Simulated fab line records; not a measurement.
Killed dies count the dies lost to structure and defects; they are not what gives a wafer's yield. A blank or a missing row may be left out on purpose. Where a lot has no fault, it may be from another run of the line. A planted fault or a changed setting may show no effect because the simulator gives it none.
fab line records	flow n5Finfet
[record] lots = 5	wafers = 14	lastDay = 18
route steps=1938 shown BEOL_M3@962 BEOL_M4@1111 PASSIVATION@1936
lots with no fault: from the same line, run without faults
startH: hours from the record's opening day to when the first of the lot's shown wafers began	waitH: hours from the lot's prior step to this one	" as in the row above	L1.1+2: one row covering several wafers at once	- either no value or no given start	* or withheld: withheld	< > ~ a bound
route shown NAME@n: names a module that has steps shown in the file, with the first one's number in the route	usual: average and standard deviation across the fault-free wafers	same: alike in all rows	chamber/n: place in a boat	sites: readings site by site	_std_site: standard deviation of those values	_edge_site: inner sites' mean taken away from outer sites' mean	radiusMm: for every site, how far away it sits from the centre of the wafer	mask NAME#n: copy n	behind: the last tool/chamber to shape the wafer	hold: reason for holding the lot/hours on hold/outcome of the hold	device: names the non-switching transistor (n, p or np)	end of line: tests run on the same wafers once the route is complete	for a step that has no rows: nothing shown but its recipe	killed: not the wafer's yield, but the dies lost to structure and defects at the first sort	map: a wafer's dies, x killed, . not, _ none there
set.NAME: the run value of the setting; set.NAME@STEP: its run value at that earlier step	model.NAME: the simulator's own value behind a step, which no gauge read
lots seen at some steps along the route; tables by step, rows by wafer
services: when a tool's chamber went out of use (startH, in hours from the record's first day, below 0 if earlier), for how many hours, and the reason
[[steps]]
[step N5_BEOL_M3_SOFTBAKE_23]
[recipe] tempC = 110	timeS = 60	resist = CAR-EUV
[step N5_BEOL_M3_EXPOSE_25]
[recipe] maskId = V2	na = 0.33	sourceShape = quasar	sigmaInner = 0.2	sigmaOuter = 0.8	polarization = unpolarized	defocusNm = 5	doseMj = 63
[step N5_BEOL_M3_PEB_26]
[recipe] pebTempC = 100	pebTimeS = 60	resist = CAR-EUV
[step N5_BEOL_M3_DEVELOP_27]
[recipe] developTimeS = 30	developer = TMAH	resist = CAR-EUV	rinseLiquid = surfactantRinse	dry = airSpin	devTempC = 23
[step N5_BEOL_M3_CD_MEAS_28]
[recipe] targetCdNm = 25.7	landingEnergyEv = 500	detector = seInlens	targetCdYNm = 23.3	polarity = opening
[usual] cdNm = 25.60/0.24
lot.wafer	tool	chamber	startH	waitH	cdNm
L792.1	cdSem-01	0	170.29	-	25.94
L792.3	"	0	"	"	25.52
L792.5	"	0	"	"	25.23
L793.1	cdSem-03	0	186.73	-	25.70
L793.4	"	0	"	"	26.07
L793.6	"	0	"	"	25.15
L798.3	cdSem-03	0	217.58	-	25.72
L798.6	"	0	"	"	25.16
L805.1	cdSem-01	0	253.59	-	25.57
L805.3	"	0	"	"	25.65
L805.4	"	0	"	"	25.52
L808.1	cdSem-01	0	281.59	-	25.28
L808.2	"	0	"	"	25.52
L808.4	"	0	"	"	25.42
[step N5_BEOL_M3_OVL_MEAS_29]
[recipe] pointsPerWafer = 522
[usual] V2_OVL = -0.7/0.69
lot.wafer	tool	chamber	startH	waitH	V2_OVL[nm]
L792.1	overlay-02	0	170.32	0.0	-1.2
L792.3	"	0	"	"	-1.5
L792.5	"	0	"	"	-1.1
L793.1	overlay-02	0	186.76	0.0	-1.4
L793.4	"	0	"	"	-1.5
L793.6	"	0	"	"	-1.2
L798.3	overlay-01	0	217.62	0.0	-0.8
L798.6	"	0	"	"	-1.2
L805.1	overlay-01	0	253.62	0.0	-0.5
L805.3	"	0	"	"	-0.1
L805.4	"	0	"	"	-0.2
L808.1	overlay-02	0	281.62	0.0	-1.2
L808.2	"	0	"	"	-0.9
L808.4	"	0	"	"	-1.4
[step N5_BEOL_M3_INSPECT_30]
[recipe] mode = adi	inspectInstrument = brightfield
[usual] rawDefectCount = 416/97
lot.wafer	tool	chamber	startH	waitH	rawDefectCount
L792.1	defectInspect-01	-	170.38	0.1	241
L792.3	"	-	"	"	391
L792.5	"	-	"	"	289
L793.1	defectInspect-01	-	186.82	0.1	415
L793.4	"	-	"	"	328
L793.6	"	-	"	"	475
L798.3	defectInspect-02	-	217.67	0.0	412
L798.6	"	-	"	"	549
L805.1	defectInspect-01	-	253.67	0.1	470
L805.3	"	-	"	"	623
L805.4	"	-	"	"	518
L808.1	defectInspect-01	-	281.68	0.1	421
L808.2	"	-	"	"	417
L808.4	"	-	"	"	397
[step N5_BEOL_M3_DESCUM_33]
[recipe] chemistry = O2	timeS = 7	sourcePowerW = 50	biasPowerW = 20	pressureMtorr = 20	rfFrequencyHz = 2.712e+07	tempC = 40	resist = CAR-EUV	o2FlowSccm = 225
[usual] drypumpMotorCurrentA = 5.6/0.54	o2FlowSccm = 225.1/0.7	oesProductAu = 0.78/0.085	rfVppV = 243.3/1.4	showerheadPlenumPTorr = 2.11/0.07	throttleValvePct = 20.56/0.18
[same] timeS = 7
lot.wafer	tool	chamber	startH	waitH	drypumpMotorCurrentA	o2FlowSccm	oesProductAu	rfHoursCounterH	rfVppV	showerheadPlenumPTorr	throttleValvePct
L792.1	rieDiel-03	0	170.41	0.0	4.9	224.1	0.77	152	242.9	2.02	20.76
L792.3	"	2	"	"	6.1	224.2	0.70	231	243.4	2.16	20.55
L792.5	"	0	"	"	4.9	223.1	0.77	-	241.5	2.02	20.77
L793.1	rieDiel-03	2	188.63	1.8	6.1	223.9	0.69	240	245.8	2.16	20.58
L793.4	"	1	"	"	6.1	225.0	0.72	164	242.3	2.10	20.65
L793.6	"	2	"	"	6.2	224.8	0.69	-	244.3	2.16	20.59
L798.3	rieDiel-03	1	217.70	0.0	6.1	224.8	0.71	175	242.2	2.09	20.67
L798.6	"	3	"	"	6.3	224.1	0.94	-	243.2	2.06	20.63
L805.1	rieDiel-03	1	253.73	0.1	6.0	225.7	0.70	187	243.2	2.09	20.71
L805.3	"	3	"	"	6.3	225.1	0.91	27	241.1	2.06	20.66
L805.4	"	0	"	"	4.9	224.8	0.75	181	241.3	2.01	20.82
L808.1	rieDiel-05	1	281.71	0.0	5.6	224.4	0.80	85	244.9	2.21	20.66
L808.2	"	0	"	"	5.8	225.1	0.81	95	245.2	2.22	20.50
L808.4	"	3	"	"	6.1	226.3	0.84	61	243.2	2.05	20.25
[step N5_BEOL_M3_ETCH_77]
[recipe] chemistry = N2/H2	target = underlayer	targetDepthA = 65	maskMaterial = CAR-EUV	timeS = 5.2	ionEnergyEv = 200	pressureMtorr = 30	sourceW = 840	biasW = 150	n2FlowSccm = 200	h2FlowSccm = 200	ends = cleared
[usual] drypumpMotorCurrentA = 5.6/0.54	etchRfOnTimeS = 5.19/0.099	oesProductAu = 0.67/0.074	rfVppV = 524.3/2.8	showerheadPlenumPTorr = 2.55/0.089	throttleValvePct = 17.91/0.22
lot.wafer	tool	chamber	startH	waitH	drypumpMotorCurrentA	etchRfOnTimeS	oesProductAu	rfHoursCounterH	rfVppV	showerheadPlenumPTorr	throttleValvePct
L792.1	rieDiel-03	0	170.44	0.0	4.9	5.18	0.65	152	520.6	2.44	18.16
L792.3	"	2	"	"	6.2	5.14	0.60	231	523.6	2.61	17.89
L792.5	"	0	"	"	4.9	5.21	0.66	-	522.0	2.44	18.17
L793.1	rieDiel-03	2	188.66	0.0	6.1	5.11	0.60	240	526.5	2.61	17.93
L793.4	"	1	"	"	6.0	5.30	0.61	164	522.4	2.53	18.07
L793.6	"	2	"	"	6.1	5.17	0.60	-	525.4	2.60	17.90
L798.3	rieDiel-03	1	217.74	0.0	6.1	5.31	0.60	175	525.7	2.53	18.08
L798.6	"	3	"	"	6.3	5.14	0.80	-	521.6	2.48	17.83
L805.1	rieDiel-03	1	253.76	0.0	6.0	5.32	0.59	187	523.5	2.52	18.09
L805.3	"	3	"	"	6.3	5.14	0.77	27	520.3	2.47	17.83
L805.4	"	0	"	"	4.9	5.24	0.63	181	520.1	2.43	18.19
L808.1	rieDiel-05	1	281.75	0.0	5.6	5.03	0.70	85	526.4	2.67	17.94
L808.2	"	0	"	"	5.8	5.22	0.69	95	525.5	2.68	17.78
L808.4	"	3	"	"	6.1	5.24	0.71	61	521.8	2.45	17.51
[step N5_BEOL_M3_ETCH_69]
[recipe] chemistry = CF4	target = SiARC	targetDepthA = 156	maskMaterial = CAR-EUV	timeS = 26	ionEnergyEv = 80	pressureMtorr = 40	sourceW = 545	biasW = 36	Ar_flow_sccm = 100	cf4FlowSccm = 100	ends = cleared
[usual] drypumpMotorCurrentA = 5.6/0.54	etchRfOnTimeS = 26.0/0.46	mfcArSccm = 100.0/0.32	oesProductAu = 0.67/0.074	rfVppV = 184.2/1.2	showerheadPlenumPTorr = 2.16/0.072	throttleValvePct = 15.73/0.19
lot.wafer	tool	chamber	startH	waitH	drypumpMotorCurrentA	etchRfOnTimeS	mfcArSccm	oesProductAu	rfHoursCounterH	rfVppV	showerheadPlenumPTorr	throttleValvePct
L792.1	rieDiel-03	0	170.46	0.0	4.9	25.9	100.2	0.65	152	182.1	2.05	15.84
L792.3	"	2	"	"	6.1	25.4	100.2	0.61	231	184.2	2.21	15.78
L792.5	"	0	"	"	4.9	26.3	100.4	0.66	-	182.3	2.05	15.85
L793.1	rieDiel-03	2	188.68	0.0	6.2	26.2	99.4	0.59	240	184.2	2.20	15.78
L793.4	"	1	"	"	6.0	26.7	99.8	0.61	164	185.1	2.14	15.83
L793.6	"	2	"	"	6.1	26.1	100.1	0.60	-	185.2	2.20	15.77
L798.3	rieDiel-03	1	217.75	0.0	6.0	26.4	99.8	0.61	175	184.7	2.14	15.88
L798.6	"	3	"	"	6.3	26.0	100.2	0.81	-	184.3	2.11	15.70
L805.1	rieDiel-03	1	253.78	0.0	6.0	26.5	99.5	0.59	187	183.8	2.13	15.89
L805.3	"	3	"	"	6.3	26.0	99.7	0.77	27	183.7	2.11	15.74
L805.4	"	0	"	"	4.9	26.4	99.9	0.63	181	183.8	2.04	15.91
L808.1	rieDiel-05	1	281.76	0.0	5.6	25.5	100.5	0.69	85	185.2	2.26	15.85
L808.2	"	0	"	"	5.8	25.6	99.6	0.70	95	183.5	2.25	15.58
L808.4	"	3	"	"	6.1	26.2	99.8	0.71	61	183.0	2.09	15.34
[step N5_BEOL_M3_ALD_98]
[recipe] material = SiO2	targetThkA = 25	tempC = 100	aldPrecursorFamily = BDEAS	aldCoReactant = O2-plasma	pulseTimeS = 1	coReactantPulseTimeS = 1	purgeTimeS = 2	coReactantPurgeTimeS = 2	aldCycles = 17	pressureTorr = 2
[usual] heaterPowerW = 78/7.8	precursorPulseHeightRel = 0.999/0.021
[same] purgeTimeS = 2
lot.wafer	tool	chamber	startH	waitH	heaterPowerW	precursorPulseHeightRel
L792.1	aldSin-03	2	170.54	0.1	82	1.021
L792.3	"	0	"	"	82	0.984
L792.5	"	3	"	"	68	0.992
L793.1	aldSin-01	2	188.82	0.1	86	1.002
L793.4	"	1	"	"	94	1.010
L793.6	"	3	"	"	66	0.999
L798.3	aldSin-01	1	217.83	0.1	93	1.007
L798.6	"	0	"	"	83	0.986
L805.1	aldSin-03	3	253.86	0.1	67	0.991
L805.3	"	2	"	"	84	1.009
L805.4	"	1	"	"	74	1.002
L808.1	aldSin-01	0	282.32	0.5	79	1.013
L808.2	"	1	"	"	89	0.968
L808.4	"	3	"	"	67	1.001
[step N5_BEOL_M3_ETCHBACK_99]
[recipe] chemistry = CHF3	target = SiO2	targetDepthA = 50	timeS = 10.4	sourceW = 215	biasW = 47	Ar_flow_sccm = 200	CHF3_flow_sccm = 12	ionEnergyEv = 100	pressureMtorr = 30
[usual] drypumpMotorCurrentA = 5.5/0.53	mfcArSccm = 199.9/0.62	oesProductAu = 0.77/0.077	rfVppV = 242/4	showerheadPlenumPTorr = 2.16/0.075	throttleValvePct = 17.16/0.22
[same] timeS = 10.4
lot.wafer	tool	chamber	startH	waitH	drypumpMotorCurrentA	mfcArSccm	oesProductAu	rfHoursCounterH	rfVppV	showerheadPlenumPTorr	throttleValvePct
L792.1	rieDiel-03	0	171.16	0.6	4.9	199.5	0.78	153	241	2.06	17.33
L792.3	"	2	"	"	6.2	200.6	0.70	231	247	2.21	17.15
L792.5	"	1	"	"	6.0	199.8	0.73	-	239	2.15	17.25
L793.1	rieDiel-05	3	205.06	16.2	6.1	200.5	0.87	39	242	2.10	16.70
L793.4	"	1	"	"	5.6	200.4	0.83	63	245	2.28	17.24
L793.6	"	3	"	"	6.1	200.8	0.87	-	241	2.10	16.72
L798.3	rieDiel-03	0	220.53	2.6	4.9	200.7	0.76	170	240	2.05	17.37
L798.6	"	3	"	"	6.3	200.4	0.94	-	238	2.13	17.30
L805.1	rieDiel-04	0	253.98	0.1	5.3	199.9	0.73	174	247	2.14	16.85
L805.3	"	2	"	"	5.1	199.6	0.70	212	235	2.04	17.15
L805.4	"	3	"	"	4.9	200.3	0.73	184	246	2.22	17.22
L808.1	rieDiel-05	3	286.33	4.0	6.1	199.2	0.83	62	241	2.09	16.76
L808.2	"	2	"	"	5.0	200.9	0.90	44	245	2.27	17.12
L808.4	"	0	"	"	5.8	200.2	0.81	96	237	2.25	16.97
[step N5_BEOL_M3_ETCH_70]
[recipe] chemistry = N2/H2	target = SOC	targetDepthA = 800	overetchA = 160	maskMaterial = SiARC	tempC = 40	timeS = 120	ionEnergyEv = 200	pressureMtorr = 30	sourceW = 840	biasW = 150	n2FlowSccm = 200	h2FlowSccm = 200
[usual] drypumpMotorCurrentA = 5.6/0.53	oesProductAu = 0.59/0.055	rfVppV = 524.1/2.6	runLengthS = 143.6/0.42	showerheadPlenumPTorr = 2.55/0.092	throttleValvePct = 17.87/0.22
lot.wafer	tool	chamber	startH	waitH	drypumpMotorCurrentA	oesProductAu	rfHoursCounterH	rfVppV	runLengthS	showerheadPlenumPTorr	throttleValvePct	model.SiARC_of_BEOL_M3_COAT_68.thkNm
L792.1	rieDiel-03	0	171.20	0.0	4.9	0.59	153	520.4	143.3	2.44	18.09	6.4
L792.3	"	2	"	"	6.1	0.54	231	524.7	143.4	2.61	17.86	6.4
L792.5	"	1	"	"	6.1	0.56	-	523.5	143.9	2.54	18.02	6.6
L793.1	rieDiel-05	3	205.10	0.0	6.1	0.67	39	522.6	142.8	2.46	17.43	6.4
L793.4	"	1	"	"	5.6	0.63	63	528.1	143.9	2.68	17.84	6.2
L793.6	"	3	"	"	6.2	0.66	-	522.5	143.1	2.46	17.44	6.4
L798.3	rieDiel-03	0	220.56	0.0	4.9	0.57	170	520.0	143.1	2.43	18.12	6.4
L798.6	"	3	"	"	6.3	0.87	-	523.0	122.1	2.48	17.81	7.4
L805.1	rieDiel-04	0	254.02	0.0	5.3	0.56	174	525.3	143.6	2.54	17.65	6.2
L805.3	"	2	"	"	5.1	0.54	212	521.5	143.6	2.40	17.78	6.4
L805.4	"	3	"	"	4.9	0.57	184	526.5	142.8	2.62	17.96	6.6
L808.1	rieDiel-05	3	286.37	0.0	6.1	0.64	62	521.6	142.9	2.45	17.48	6.4
L808.2	"	2	"	"	5.0	0.68	44	527.7	144.2	2.68	17.85	6.2
L808.4	"	0	"	"	5.8	0.61	96	527.2	144.0	2.68	17.73	6.6
[step N5_BEOL_M3_STRIP_71]
[recipe] chemistry = N2/H2	tempC = 40	n2FlowSccm = 200	h2FlowSccm = 200	rfFrequencyHz = 6e+07
[step N5_BEOL_M4_RC_MEAS_101]
[usual] DIBL_N = 36.5/1.9	DIBL_P = 36.7/2.1	IOFF_N = 0.17/0.035	IOFF_P = 0.22/0.042	ION_N = 676/10	ION_P = 462/8.1	SS_N = 71.5/0.72	SS_P = 73.4/0.7	VT_N = 249/3.1	VT_P = -250/3.9
lot.wafer	tool	chamber	startH	waitH	DIBL_N[mV/V]	DIBL_P[mV/V]	IOFF_N[nA/um]	IOFF_P[nA/um]	ION_N[uA/um]	ION_P[uA/um]	SS_N[mV/dec]	SS_P[mV/dec]	VT_N[mV]	VT_P[mV]
L792.1	prober-02	0	193.66	0.0	34.8	35.1	0.12	0.19	662	463	71.1	73.1	253	-252
L792.3	"	0	"	"	34.6	34.4	0.12	0.18	663	459	71.2	72.5	255	-252
L792.5	"	0	"	"	35.4	36.0	0.14	0.20	672	467	71.2	73.1	252	-250
L793.1	prober-02	0	219.79	0.0	39.4	39.3	0.19	0.28	688	474	71.1	75.0	245	-243
L793.4	"	0	"	"	39.5	39.3	0.19	0.28	682	469	72.3	74.3	247	-246
L793.6	"	0	"	"	40.0	39.9	0.21	0.31	681	476	72.5	74.1	246	-242
L798.3	prober-02	0	252.81	0.3	35.1	35.0	0.14	0.17	686	461	70.9	73.5	247	-253
L798.6	"	0	"	"	36.4	36.2	0.17	0.20	681	457	70.9	73.6	245	-250
L805.1	prober-02	0	279.55	0.0	37.2	37.5	0.18	0.28	681	479	71.7	74.4	249	-242
L805.3	"	0	"	"	36.6	35.9	0.18	0.25	679	466	71.1	73.5	249	-244
L805.4	"	0	"	"	36.9	37.4	0.19	0.29	694	482	71.2	73.7	246	-239
L808.1	prober-01	0	320.52	0.0	33.1	35.0	0.13	0.17	676	458	70.6	73.4	250	-255
L808.2	"	0	"	"	35.7	37.8	0.16	0.21	668	455	71.8	73.9	251	-253
L808.4	"	0	"	"	33.6	34.8	0.13	0.17	665	453	70.8	73.0	253	-257
[step N5_PASSIVATION_PROBE_49]
[usual] defectLimitedYield = 91.4/1.5	killed_at_M0_to_M3 = 35/12	killed_at_M4_up = 13/5.8	killedAtContacts = 12/5.5	killedAtFrontEnd = 36/9.9	killedAtOther = 4/3.7	killedDies = 101/18	killedOnRim = 13/4.1	killedOpen = 66/13	killedShort = 33/8	sort_bin_5_function = 5.0/1	sort_bin_6_memory = 3.2/0.67	sort_bin_8_speed = 0.00/0.0099	sortNPass = 1079/18	sortYieldPct = 91.4/1.5
[same] grossDies = 1180	killedAtBackSide = 0	sort_bin_4_leakage[%] = 0
lot.wafer	tool	chamber	startH	waitH	defectLimitedYield[%]	killed_at_M0_to_M3	killed_at_M4_up	killedAtContacts	killedAtFrontEnd	killedAtOther	killedDies	killedOnRim	killedOpen	killedShort	sort_bin_5_function[%]	sort_bin_6_memory[%]	sort_bin_8_speed[%]	sortNPass	sortYieldPct[%]
L792.1	prober-02	-	308.10	0.0	89.7	51	13	11	46	1	122	5	77	40	5.3	4.2	0	1058	89.7
L792.3	prober-02	-	308.20	0.1	91.3	39	9	6	44	5	103	11	63	38	5.0	3.4	0	1077	91.3
L792.5	prober-02	-	308.30	0.2	91.6	36	14	7	35	7	99	16	63	34	4.5	3.6	0	1081	91.6
L793.1	prober-01	-	330.90	0.0	89.3	40	23	21	40	2	126	11	79	38	5.8	3.8	0	1054	89.3
L793.4	prober-01	-	331.05	0.2	91.8	34	7	22	31	3	97	11	75	21	5.3	2.8	0	1083	91.8
L793.6	prober-01	-	331.15	0.3	90.5	38	13	20	41	0	112	19	80	31	5.3	3.8	0	1068	90.5
L798.3	prober-01	-	370.25	0.1	90.2	49	12	15	33	7	116	17	67	47	6.4	3.2	0	1064	90.2
L798.6	prober-01	-	370.40	0.3	90.1	34	14	20	47	2	117	15	83	34	6.1	3.6	0	1063	90.1
L805.1	prober-01	-	380.61	0.0	88.1	62	8	24	39	7	140	25	99	40	6.9	4.7	0	1040	88.1
L805.3	prober-01	-	380.71	0.1	88.8	55	6	23	41	7	132	17	80	50	6.4	4.3	0	1048	88.8
L805.4	prober-01	-	380.76	0.2	88.6	63	6	26	27	12	134	21	86	45	7.6	3.6	0	1046	88.6
L808.4	prober-02	-	429.63	0.2	92.3	27	6	12	43	3	91	16	58	31	4.7	2.6	0	1089	92.3
// killed by level:class
L792.1 BEOL_M0_SAQP:geometricParticle:short=19 BEOL_M0_SAQP:geometricParticle:open=18 FIN_SAQP:geometricParticle:open=12 STI_FIN_REVEAL:geometricParticle:open=9 MOL_CONTACT_COAG:geometricParticle:open=7 FIN_SAQP:geometricParticle:short=5 BEOL_M4:geometricParticle:open=5 MOL_CONTACT_COAG:geometricParticle:short=4
L792.3 BEOL_M0_SAQP:geometricParticle:short=14 STI_FIN_REVEAL:geometricParticle:open=13 FIN_SAQP:geometricParticle:short=9 BEOL_M3:geometricParticle:open=9 FIN_SAQP:geometricParticle:open=8 BEOL_M0_SAQP:geometricParticle:open=7 BEOL_M1:geometricParticle:open=7 MOL_CONTACT_COAG:geometricParticle:open=5
L792.5 BEOL_M0_SAQP:geometricParticle:open=12 BEOL_M0_SAQP:geometricParticle:short=11 FIN_SAQP:geometricParticle:open=9 FIN_SAQP:geometricParticle:short=6 DUMMY_GATE:geometricParticle:open=6 MOL_CONTACT_COAG:geometricParticle:open=6 BEOL_M5:geometricParticle:open=4 MIM_BOT:geometricParticle:short=4
L793.1 MOL_CONTACT_COAG:geometricParticle:open=17 BEOL_M0_SAQP:geometricParticle:short=13 FIN_SAQP:geometricParticle:open=11 BEOL_M0_SAQP:geometricParticle:open=10 BEOL_M4:geometricParticle:open=9 HKMG_FIN:areaEtch=9 FIN_SAQP:geometricParticle:short=7 BEOL_M1:geometricParticle:open=6
L793.4 MOL_CONTACT_COAG:geometricParticle:open=22 BEOL_M0_SAQP:geometricParticle:open=9 STI_FIN_REVEAL:geometricParticle:open=8 BEOL_M0_SAQP:geometricParticle:short=8 BEOL_M2:geometricParticle:open=6 DUMMY_GATE:geometricParticle:open=5 STARTING-WAFER:geometricParticle:open=5 FIN_SAQP:geometricParticle:open=3
L793.6 MOL_CONTACT_COAG:geometricParticle:open=16 BEOL_M0_SAQP:geometricParticle:open=13 BEOL_M0_SAQP:geometricParticle:short=10 STI_FIN_REVEAL:geometricParticle:open=8 BEOL_M2:geometricParticle:open=8 DUMMY_GATE:geometricParticle:open=7 BEOL_M4:geometricParticle:open=6 FIN_SAQP:geometricParticle:short=5
L798.3 BEOL_M0_SAQP:geometricParticle:open=14 BEOL_M0_SAQP:geometricParticle:short=14 MOL_CONTACT_COAG:geometricParticle:open=11 BEOL_M4:geometricParticle:open=7 FIN_SAQP:geometricParticle:short=5 BEOL_M2:geometricParticle:open=5 FIN_SAQP:geometricParticle:open=4 DUMMY_GATE:geometricParticle:open=4
L798.6 MOL_CONTACT_COAG:geometricParticle:open=19 STI_FIN_REVEAL:geometricParticle:open=13 BEOL_M0_SAQP:geometricParticle:short=10 DUMMY_GATE:geometricParticle:open=8 GATE_CUT:geometricParticle:short=6 BEOL_M0_SAQP:geometricParticle:open=6 FIN_SAQP:geometricParticle:open=5 BEOL_M1:geometricParticle:open=5
L805.1 BEOL_M3:geometricParticle:open=19 MOL_CONTACT_COAG:geometricParticle:open=18 BEOL_M0_SAQP:geometricParticle:open=9 BEOL_M1:geometricParticle:open=9 GATE_CUT:geometricParticle:short=8 BEOL_M2:geometricParticle:open=8 FIN_SAQP:geometricParticle:open=7 DUMMY_GATE:geometricParticle:open=7
L805.3 MOL_CONTACT_COAG:geometricParticle:open=17 BEOL_M3:geometricParticle:open=14 BEOL_M2:geometricParticle:open=13 BEOL_M1:geometricParticle:short=11 FIN_SAQP:geometricParticle:open=7 GATE_CUT:geometricParticle:open=7 STI_FIN_REVEAL:geometricParticle:open=6 MOL_CONTACT_COAG:geometricParticle:short=6
L805.4 MOL_CONTACT_COAG:geometricParticle:open=21 BEOL_M3:geometricParticle:open=15 BEOL_M0_SAQP:geometricParticle:short=12 BEOL_M1:geometricParticle:open=11 BEOL_M2:geometricParticle:open=8 BEOL_M0_SAQP:geometricParticle:open=7 DUMMY_GATE:geometricParticle:open=6 GATE_CUT:geometricParticle:short=6
L808.4 FIN_SAQP:geometricParticle:open=10 MOL_CONTACT_COAG:geometricParticle:open=10 BEOL_M0_SAQP:geometricParticle:short=9 FIN_SAQP:geometricParticle:short=7 DUMMY_GATE:geometricParticle:open=5 STI_FIN_REVEAL:geometricParticle:open=5 BEOL_M0_SAQP:geometricParticle:open=5 STARTING-WAFER:geometricParticle:open=5
[[services]]
tool	chamber	startH	hours	kind
rieDiel-05	-	147.63	0.9	repair
rieDiel-03	3	153.55	-	clean
rieDiel-03	3	153.55	-	consumableReplace:focusRing
rieDiel-03	3	153.55	24.3	scheduledDown
rieDiel-03	3	153.55	24.3	ventCycle
rieDiel-03	0	154.99	7.7	repair
rieDiel-04	-	174.46	15.6	pm
aldSin-03	-	176.81	14.0	pm
rieDiel-05	2	179.59	5.7	repair
rieDiel-05	1	184.83	6.6	repair
rieDiel-05	-	187.41	14.6	pm
rieDiel-03	0	196.77	6.4	repair
rieDiel-04	3	200.90	12.8	repair
rieDiel-04	2	216.19	9.9	repair
rieDiel-03	2	216.52	-	clean
rieDiel-03	2	216.52	-	consumableReplace:focusRing
rieDiel-03	2	216.52	17.4	scheduledDown
rieDiel-03	2	216.52	17.4	ventCycle
aldSin-03	0	251.36	5.1	repair
rieDiel-05	3	251.62	3.5	repair
rieDiel-03	-	253.91	0.7	repair
aldSin-01	-	268.32	14.0	pm
aldSin-01	0	268.32	14.0	ventCycle
aldSin-03	-	275.65	6.1	pm
[[key]]
[firstSign] step = N5_BEOL_M3_ETCH_70	reading = runLengthS	direction = down	sigmas = 51	usual = *	struck = *
[effect] step = N5_BEOL_M3_ETCH_70	reading = oesProductAu	direction = up	sigmas = 5.1	usual = 0.59	struck = 0.87
[modelEffect] step = N5_BEOL_M3_ETCH_70	value = SiARC_of_BEOL_M3_COAT_68.thkNm	without = 6.4	struck = 7.4
metAt N5_BEOL_M3_ETCH_70
struckWafers L798.6
onsetBetween 171.20 220.56
[fault] kind = processParameterDrift	tool = rieDiel-03	chamber = -	onsetH = 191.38	steps = N5_BEOL_M3_ETCH_70	channel = timeS	offset = *	shape = step	endH = 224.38	scope = struckWafersOnly	actsIn = *	stated = *
